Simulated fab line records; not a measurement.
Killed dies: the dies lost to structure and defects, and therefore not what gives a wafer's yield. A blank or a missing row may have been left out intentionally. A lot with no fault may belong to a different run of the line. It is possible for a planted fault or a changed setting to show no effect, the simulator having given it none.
A lot that was struck, set against a sound lot -- flow nandHarc -- 39 out of 1302 route steps
Sound: wafers L689.2, L689.3, L689.6. Struck: wafer L687.1 (L687.3, L687.4, from the same lot, were not struck and are left out); the cause is given at the end.
Order at every step that has rows: each side's tool, ch and its chambers, its first start. Under that, the readings that differ: sound wafers -- struck wafers -- difference of the means -- sigmas: that difference in standard deviations of wafers without a fault.
alike: words and numbers the same on both sides, and readings whose means are apart by under 2 such deviations; not compared: readings that were withheld, readings missing a value for some wafer, numbers with overlapping values and no deviation given by the record, and bounds like >300 which may hide the same value.
A row with sigmas, a row that says differs or no value, or rows on one side alone: a step with any of these is where the two part. Non-overlapping numbers with no deviation appear without sigmas and do not part them. Lack of a reading on every wafer of one side parts them only where that side has two or more wafers.

first, 4 steps without rows for these wafers: NHARC_A_CHANNEL_FILL_D2_ALD_16 (deposits SiO2, target thk 1.5 nm, pulse time 10 s, ald cycles 15); NHARC_A_CHANNEL_FILL_D2_ANNEAL_17 (time 1800 s); NHARC_A_CHANNEL_FILL_D2_CVD_18 (deposits poly-Si, target thk 3 nm); NHARC_A_CHANNEL_FILL_D2_ETCHBACK_19 (etches the open film in HBr/Cl2, target depth 5 nm, time 1.7 s).
NHARC_A_CHANNEL_FILL_D2_ETCHBACK_20: etches the open film in C4F8/O2/Ar, target depth 27 nm, time 13.5 s.
  sound on rieDiel-13 ch 0,1,3, day 20 17:52; struck on rieDiel-13 ch 3, day 19 04:56
  alike: biasW, oesProductAu, rfVppV
  not compared: rfHoursCounterH
NHARC_A_CHANNEL_FILL_D2_STRIP_28: strips in O2, time 20 s.
  sound on rieDiel-13 ch 0,1, day 20 17:58; struck on rieDiel-13 ch 3, day 19 05:02
  alike: drypumpMotorCurrentA, oesProductAu, rfVppV, showerheadPlenumPTorr, throttleValvePct
  not compared: rfHoursCounterH
then, 4 steps without rows for these wafers: NHARC_A_CHANNEL_FILL_D2_PRECLEAN_21 (cleans in dHF, time 30 s); NHARC_A_CHANNEL_FILL_D2_SRD_23; NHARC_A_CHANNEL_FILL_D2_CVD_05 (deposits poly-Si, target thk 5 nm); NHARC_A_CHANNEL_FILL_D2_ANNEAL_22 (time 7200 s).
NHARC_A_CHANNEL_FILL_D2_THK_MEAS_06: measures by ellipsometry.
  sound on filmMetro-01 at day 21 05:50; struck on filmMetro-02 at day 19 18:10
  alike: thkNm
then, 1 step without rows for these wafers: NHARC_A_CHANNEL_FILL_D2_ALD_25 (deposits SiOx, target thk 60 nm, pulse time 10 s, ald cycles 600).
NHARC_A_CHANNEL_FILL_D2_ETCHBACK_08: etches the open film in C4F8, target depth 220 nm, time 110 s.
  sound on rieDiel-07 ch 0,2,3, day 21 11:23; struck on rieDiel-06 ch 0, day 19 23:52
  alike: oesProductAu, rfVppV
  not compared: rfHoursCounterH
NHARC_A_CHANNEL_FILL_D2_STRIP_29: strips in O2, time 20 s.
  sound on rieDiel-07 ch 0,1,3; struck on rieDiel-06 ch 0
reading,sound,struck,difference,sigmas
showerheadPlenumPTorr (Torr),3.51 3.38 3.43,3.72,+0.28,+2
  alike: drypumpMotorCurrentA, oesProductAu, rfVppV, throttleValvePct
  not compared: rfHoursCounterH
then, 3 steps without rows for these wafers: NHARC_A_CHANNEL_FILL_D2_PRECLEAN_30 (cleans in dHF, time 30 s); NHARC_A_CHANNEL_FILL_D2_SRD_31; NHARC_A_CHANNEL_FILL_D2_CVD_09 (deposits poly-Si, target thk 150 nm, time 3000 s).
NHARC_A_CHANNEL_FILL_D2_CMP_10: polishes, target thk 150 nm.
  sound on cmp-03 ch 1,3, day 21 17:08; struck on cmp-03 ch 3, day 20 05:35
  alike: motorCurrentA, timeToEndpointS
then, 15 steps without rows for these wafers: NHARC_A_CHANNEL_FILL_D2_SRD_12; NHARC_A_CHANNEL_FILL_D2_RTA_24 (time 5 s); NHARC_A_STAIRCASE_DEP_156 (deposits SiNx, target thk 50 nm); NHARC_A_STAIRCASE_DEHYDRATE_158 (time 120 s); NHARC_A_STAIRCASE_HMDS_159 (time 30 s); NHARC_A_STAIRCASE_COAT_160; NHARC_A_STAIRCASE_SOFTBAKE_161 (time 170 s); NHARC_A_STAIRCASE_EBR_162; NHARC_A_STAIRCASE_EXPOSE_163 (exposes mask STAIR OPEN); NHARC_A_STAIRCASE_PEB_164 (peb time 130 s); NHARC_A_STAIRCASE_DEVELOP_165 (time 140 s); NHARC_A_STAIRCASE_HARDBAKE_167 (time 140 s); NHARC_A_STAIRCASE_DESCUM_168 (chemistry O2, time 3 s); NHARC_A_STAIRCASE_ETCH_169 (etches the open film in CH3F/O2, target depth 50 nm, time 107.1 s); NHARC_A_STAIRCASE_ETCH_170 (etches the open film in C4F6/O2, target depth 200 nm, time 66.667 s).
NHARC_A_STAIRCASE_STRIP_171: strips in O2.
  sound on plasmaAsher-01 ch 0,1, day 21 20:59; struck on plasmaAsher-01 ch 1, day 20 07:59
  alike: drypumpMotorCurrentA, heaterPowerW
  not compared: rfHoursCounterH
then, 4 steps without rows for these wafers: NHARC_A_STAIRCASE_STRIP_172 (strips in SPM, time 900 s); NHARC_A_STAIRCASE_PRECLEAN_173 (cleans in SC1); NHARC_A_STAIRCASE_SRD_174; NHARC_A_STAIRCASE_DEHYDRATE_01 (time 120 s).
-- the record jumps here: 9 days lie between the struck wafers' starts before and after (it left off in module A_STAIRCASE and takes up again in module END, whose first step shown is number 1302 of the route) --
NHARC_END_SORT_01:
  only the struck wafers appear in the record here, on prober-02 ch 0 at day 29 05:37; the sound ones have no rows

== WHERE THEY PART ==
At NHARC_A_CHANNEL_FILL_D2_STRIP_29 first; at NHARC_END_SORT_01 last (within this record only).

WHY: the cause the simulator had injected
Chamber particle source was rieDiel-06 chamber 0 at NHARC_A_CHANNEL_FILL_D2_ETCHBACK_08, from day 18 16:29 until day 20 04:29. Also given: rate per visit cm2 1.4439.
